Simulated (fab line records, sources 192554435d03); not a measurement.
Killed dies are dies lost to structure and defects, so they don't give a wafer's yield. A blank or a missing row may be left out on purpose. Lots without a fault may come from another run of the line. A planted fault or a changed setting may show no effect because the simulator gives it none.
One fault seen from 3 desks | flow n5_finfet | each desk has only its own numbers; what lay behind them comes last

THE TOOL OWNER'S DESK: litho_track-03
The tool's own readings at N5_BEOL_M5_COAT_05 (resist thk 30 nm): means of the sampled wafers that have a number, for each lot that ran on this tool. A lot is out of limits, marked OUT, if its mean lies more than 4 standard deviations from the usual mean; the brackets give that distance.
Columns: A = chill_plate_temp_C at N5_BEOL_M5_COAT_05, usual 22.98 C; B = spin_speed_rpm at N5_BEOL_M5_COAT_05, usual 1500.0 rpm
lot  | first seen here | A     | B
L481 | day 9 12:41     | 22.93 | 1276.5 (-99 or more) OUT
L484 | day 10 09:19    | 23.08 | 1275.2 (-99 or more) OUT
L495 | day 13 14:23    | 23.01 | 1498.3
This desk's finding: out of limits on L481, L484; first on L481, day 9 12:41 (spin_speed_rpm at N5_BEOL_M5_COAT_05). In limits: L495.

THE DEFECT DESK
What the inspections along the route counted, lot by lot: means of the sampled wafers that have a number. A lot is out of limits, marked OUT, if its mean lies more than 4 standard deviations from the usual mean; the brackets give that distance.
Columns: A = raw_defect_count at N5_BEOL_M4_INSPECT_59, usual 67; B = raw_defect_count at N5_BEOL_M5_INSPECT_13, usual 405
lot  | first seen here | A   | B
L481 | day 9 09:07     | 54  | 390
L484 | day 10 05:13    | 63  | 396
L487 | day 11 08:19    | 79  | 426
L489 | day 11 14:59    | 75  | 471
L491 | day 12 05:30    | 118 | 434
L495 | day 13 12:37    | 72  | 403
This desk's finding: nothing out of limits on any of the 6 lots.

THE METROLOGY DESK
What the gauges read, lot by lot, whatever tool the lot ran on: means of the sampled wafers that have a number. A lot is out of limits, marked OUT, if its mean lies more than 4 standard deviations from the usual mean; the brackets give that distance. Of its 14 readings 7 are shown: those that lie furthest out on some lot.
Columns: A = DIBL_N at N5_BEOL_M4_RC_MEAS_101, usual 36.1 mV/V; B = DIBL_P at N5_BEOL_M4_RC_MEAS_101, usual 36.1 mV/V; C = IOFF_P at N5_BEOL_M4_RC_MEAS_101, usual 0.21 nA/um; D = ION_N at N5_BEOL_M4_RC_MEAS_101, usual 675 uA/um; E = ION_P at N5_BEOL_M4_RC_MEAS_101, usual 464 uA/um; F = SS_N at N5_BEOL_M4_RC_MEAS_101, usual 71.5 mV/dec; G = VT_N at N5_BEOL_M4_RC_MEAS_101, usual 249 mV
lot  | first seen here | A    | B    | C    | D   | E   | F    | G
L481 | day 9 09:05     | 33.9 | 33.0 | 0.16 | 659 | 451 | 70.4 | 254
L484 | day 10 05:12    | 33.9 | 34.0 | 0.19 | 665 | 461 | 71.2 | 252
L487 | day 11 08:18    | 35.7 | 36.1 | 0.20 | 675 | 462 | 71.4 | 251
L489 | day 11 14:58    | 36.4 | 35.8 | 0.21 | 681 | 461 | 71.0 | 249
L491 | day 12 05:28    | 37.4 | 38.2 | 0.20 | 668 | 454 | 72.2 | 250
L495 | day 13 12:35    | 35.8 | 36.9 | 0.20 | 673 | 456 | 71.2 | 250
This desk's finding: nothing out of limits on any of the 6 lots.

PUT TOGETHER
The tool owner's desk could have raised an alarm at day 9 12:41, on L481, L484.
The defect desk saw nothing out of limits.
The metrology desk saw nothing out of limits.
The defect desk has L481, L484 on record, within its limits.
The metrology desk has L481, L484 on record, within its limits.
Of the lots named, all ran N5_BEOL_M5_COAT_05 on litho_track-03.

WHAT THE SIMULATOR HAD PUT IN
Process parameter drift: litho_track-03, from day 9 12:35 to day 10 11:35, at N5_BEOL_M5_COAT_05. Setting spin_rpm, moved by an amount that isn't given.
Lots struck among those shown: L481, L484.
Hours from the fault's start to each desk's first reading out of limits: the tool owner's desk, 0.
